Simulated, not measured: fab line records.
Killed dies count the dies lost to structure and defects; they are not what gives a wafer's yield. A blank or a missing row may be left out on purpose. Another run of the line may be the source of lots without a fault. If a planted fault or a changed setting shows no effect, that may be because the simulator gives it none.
Chamber matching -- flow n5 finfet -- rie diel-01 running N5_BEOL_M10_ETCH_66: 4 sister chambers
The step etches SOC in N2/H2, target depth 120 nm, overetch 24 nm, time 180 s. 8 wafers are shown with their chamber, then 7 later ones without.

== WAFERS PAIRED WITH THEIR CHAMBERS ==
wafer,chamber,drypump motor current A (A),throttle valve pct (%)
L079.3,3,6.1,17.46
L082.5,3,6.1,17.48
L077.3,2,5.8,17.74
L085.2,2,5.8,17.74
L085.3,0,4.8,17.88
L085.5,1,6.3,17.49
L088.1,1,6.3,17.50
L088.2,0,4.9,17.89

== WAFERS MISSING THEIR CHAMBER ==
wafer,drypump motor current A (A),throttle valve pct (%)
L088.3,5.8,17.77
L092.2,6.3,17.51
L092.4,6.1,17.50
L092.6,5.8,17.78
L097.2,5.7,17.79
L097.3,6.3,17.53
L097.6,6.3,17.53

== WHICH CHAMBER EACH ONE RAN IN ==
wafer,from the rows above,in truth
L088.3,2,2
L092.2,1,1
L092.4,3,3
L092.6,2,2
L097.2,2,2
L097.3,1,1
L097.6,1,1
7 of 7 placed correctly. Number that these rows cannot place: 0. Number placed wrongly: 0.
How it was worked out, from the rows above alone: a wafer's distance from a chamber is the root of the sum, over the readings, of the square of ((its reading less the chamber's mean) divided by the reading's scatter). The wafer belongs to the nearest chamber; if the next one is less than 2 further off, it can't be placed. For every chamber, the mean is computed from those of its wafers that are shown. The scatter: the root of (the sum of the squares of (reading less its chamber's mean) over the shown wafers, divided by (wafers less chambers)).
